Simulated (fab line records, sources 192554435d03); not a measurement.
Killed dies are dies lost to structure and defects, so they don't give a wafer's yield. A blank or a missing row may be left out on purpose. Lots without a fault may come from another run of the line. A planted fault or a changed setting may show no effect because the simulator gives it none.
Chamber matching | flow n5_finfet | N5_BEOL_M13_DESCUM_33 on rie_diel-02: 4 sister chambers
The step chemistry O2, time 7.9 s. 4 wafers are shown with their chamber, then 12 later ones without.

WAFERS WITH THEIR CHAMBER
wafer  | chamber | showerhead_plenum_p_Torr (Torr)
L085.2 | 1       | 2.15
L085.5 | 2       | 2.12
L089.1 | 3       | 2.03
L089.5 | 0       | 1.98

WAFERS WITHOUT THEIR CHAMBER
wafer  | showerhead_plenum_p_Torr (Torr)
L088.1 | 1.98
L088.2 | 2.12
L088.3 | 2.03
L092.2 | 2.15
L092.4 | 2.12
L092.6 | 2.12
L095.4 | 2.02
L095.5 | 2.14
L095.6 | 2.12
L097.2 | 2.02
L097.3 | 2.14
L097.6 | 2.02

WHICH CHAMBER EACH WENT THROUGH
wafer  | from the rows above     | in truth
L088.1 | 0                       | 0
L088.2 | 2                       | 2
L088.3 | 3                       | 3
L092.2 | 1                       | 1
L092.4 | 2                       | 2
L092.6 | 2                       | 2
L095.4 | 3                       | 3
L095.5 | can't be placed: 1 or 2 | 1
L095.6 | 2                       | 2
L097.2 | 3                       | 3
L097.3 | can't be placed: 1 or 2 | 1
L097.6 | 3                       | 3
Placed correctly: 10 of 12. Can't be placed from these rows: 2 (the true chamber is among the candidates in 2). Placed wrongly: 0.
How it was worked out, from the rows above alone: a wafer's distance from a chamber is the root of the sum, over the readings, of the square of ((its reading less the chamber's mean) divided by the reading's scatter). The wafer belongs to the nearest chamber; if the next one is less than 2 further off, it can't be placed. A chamber's mean is the mean of its shown wafers. The scatter: with one shown wafer a chamber, the root of the mean of the squares of how far each hidden wafer lies from its nearest shown one.
